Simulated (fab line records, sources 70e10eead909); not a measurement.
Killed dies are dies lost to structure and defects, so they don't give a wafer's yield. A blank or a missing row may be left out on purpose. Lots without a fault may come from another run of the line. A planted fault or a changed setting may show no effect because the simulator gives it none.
Which tool did it? | flow nand_harc | 24 lots, 72 wafers sampled, at 2 steps of a route of 1159

WHAT THE GAUGES READ, wafer by wafer
NHARC_A_CONTACT_CD_MEAS_08: target cd 100 nm. Usual: cd_nm 100.2 nm, standard deviation 0.49.
lot  | measured     | on        | cd_nm (nm)        | flag
L074 | day 17 01:29 | cd_sem-02 | 99.6 99.4 99.4    |
L075 | day 17 09:43 | cd_sem-03 | 100.5 100.1 99.5  |
L078 | day 17 10:49 | cd_sem-02 | 100.5 100.0 100.4 |
L077 | day 17 13:21 | cd_sem-01 | 100.9 99.6 100.2  |
L076 | day 17 14:39 | cd_sem-01 | 99.7 99.1 100.7   |
L079 | day 18 16:41 | cd_sem-01 | 100.0 100.1 100.7 |
L080 | day 18 16:59 | cd_sem-03 | 100.1 100.2 99.7  |
L081 | day 18 22:14 | cd_sem-02 | 100.0 100.4 99.8  |
L083 | day 19 01:46 | cd_sem-02 | 100.5 100.6 100.0 |
L084 | day 19 07:49 | cd_sem-03 | 100.3 100.5 100.8 |
L082 | day 19 08:03 | cd_sem-01 | 99.9 99.3 99.8    |
L086 | day 19 21:09 | cd_sem-02 | 99.5 99.9 100.4   |
L087 | day 19 23:41 | cd_sem-02 | 100.6 100.6 100.7 |
L085 | day 20 06:49 | cd_sem-02 | 98.8 100.3 100.2  |
L089 | day 20 14:11 | cd_sem-01 | 100.7 100.4 99.7  |
L088 | day 20 17:19 | cd_sem-01 | 100.0 100.1 100.4 |
L090 | day 20 20:00 | cd_sem-03 | 99.7 99.8 100.2   |
L092 | day 21 13:10 | cd_sem-03 | 99.5 100.3 99.8   |
L094 | day 21 14:22 | cd_sem-02 | 100.1 100.7 99.8  |
L093 | day 21 15:46 | cd_sem-03 | 100.5 99.7 100.0  |
L091 | day 21 23:12 | cd_sem-03 | 101.2 101.0 100.7 |
L095 | day 22 12:35 | cd_sem-01 | 100.6 99.5 99.7   |
L096 | day 22 15:32 | cd_sem-03 | 100.3 99.3 99.9   |
L097 | day 23 00:27 | cd_sem-03 | 101.1 101.0 99.7  |

WHICH TOOL RAN EACH LOT (tool, then ch and the chambers of the sampled wafers, then the start)
lot  | NHARC_A_CONTACT_DEP_84
L074 | acl_dep-03 ch 0, day 16 23:42
L075 | acl_dep-03 ch 0, day 17 07:44
L078 | acl_dep-03 ch 0, day 17 08:58
L077 | acl_dep-01 ch 0, day 17 11:34
L076 | acl_dep-02 ch 0, day 17 13:00
L079 | acl_dep-01 ch 0, day 18 14:41
L080 | acl_dep-03 ch 0, day 18 14:59
L081 | acl_dep-02 ch 0, day 18 20:24
L083 | acl_dep-03 ch 0, day 18 23:55
L084 | acl_dep-01 ch 0, day 19 06:01
L082 | acl_dep-02 ch 0, day 19 06:11
L086 | acl_dep-03 ch 0, day 19 19:13
L087 | acl_dep-02 ch 0, day 19 22:13
L085 | acl_dep-01 ch 0, day 20 04:58
L089 | acl_dep-01 ch 0, day 20 12:11
L088 | acl_dep-02 ch 0, day 20 15:27
L090 | acl_dep-01 ch 0, day 20 18:01
L092 | acl_dep-02 ch 0, day 21 11:08
L094 | acl_dep-02 ch 0, day 21 12:23
L093 | acl_dep-02 ch 0, day 21 13:46
L091 | acl_dep-03 ch 0, day 21 21:21
L095 | acl_dep-01 ch 0, day 22 10:25
L096 | acl_dep-01 ch 0, day 22 13:44
L097 | acl_dep-01 ch 0, day 22 22:28
- NHARC_A_CONTACT_DEP_84: deposits aC, target thk 2000 nm.

WHAT THE TOOLS THEMSELVES READ (means of the sampled wafers that have a number; where no wafer has one, the mark that the record gives instead)
NHARC_A_CONTACT_DEP_84. Usual: throttle_valve_pct 35.000 %, standard deviation 0.0092.
lot  | tool       | throttle_valve_pct (%) | flag
L074 | acl_dep-03 | 34.997                 |
L075 | acl_dep-03 | 35.010                 |
L078 | acl_dep-03 | 34.997                 |
L077 | acl_dep-01 | 35.005                 |
L076 | acl_dep-02 | 35.000                 |
L079 | acl_dep-01 | 35.003                 |
L080 | acl_dep-03 | 35.002                 |
L081 | acl_dep-02 | 34.995                 |
L083 | acl_dep-03 | 35.002                 |
L084 | acl_dep-01 | 34.999                 |
L082 | acl_dep-02 | 34.994                 |
L086 | acl_dep-03 | 35.002                 |
L087 | acl_dep-02 | 34.993                 |
L085 | acl_dep-01 | 34.998                 |
L089 | acl_dep-01 | 34.998                 |
L088 | acl_dep-02 | 35.002                 |
L090 | acl_dep-01 | 34.999                 |
L092 | acl_dep-02 | 34.992                 |
L094 | acl_dep-02 | 34.996                 |
L093 | acl_dep-02 | 34.996                 |
L091 | acl_dep-03 | 35.004                 |
L095 | acl_dep-01 | 34.999                 |
L096 | acl_dep-01 | 35.000                 |
L097 | acl_dep-01 | 35.002                 |

THE ANSWER, worked out from the rows above alone
Rule: a lot is off if the mean of its wafers that have a number lies more than 3 standard deviations from the usual mean. A lot without any number at a reading at which 4 lots or more have one is off too. The other lots that the step has rows for count as sound. The gauges are gone through in route order, then the tools' own readings, and for those a lot's mean is taken as printed above. The first step at which some lot is off is used, and at that step the reading that is off furthest; a lot without a number counts as furthest.
No lot is off at any reading shown: from this, nothing can be told.

WHAT THE SIMULATOR HAD PUT IN
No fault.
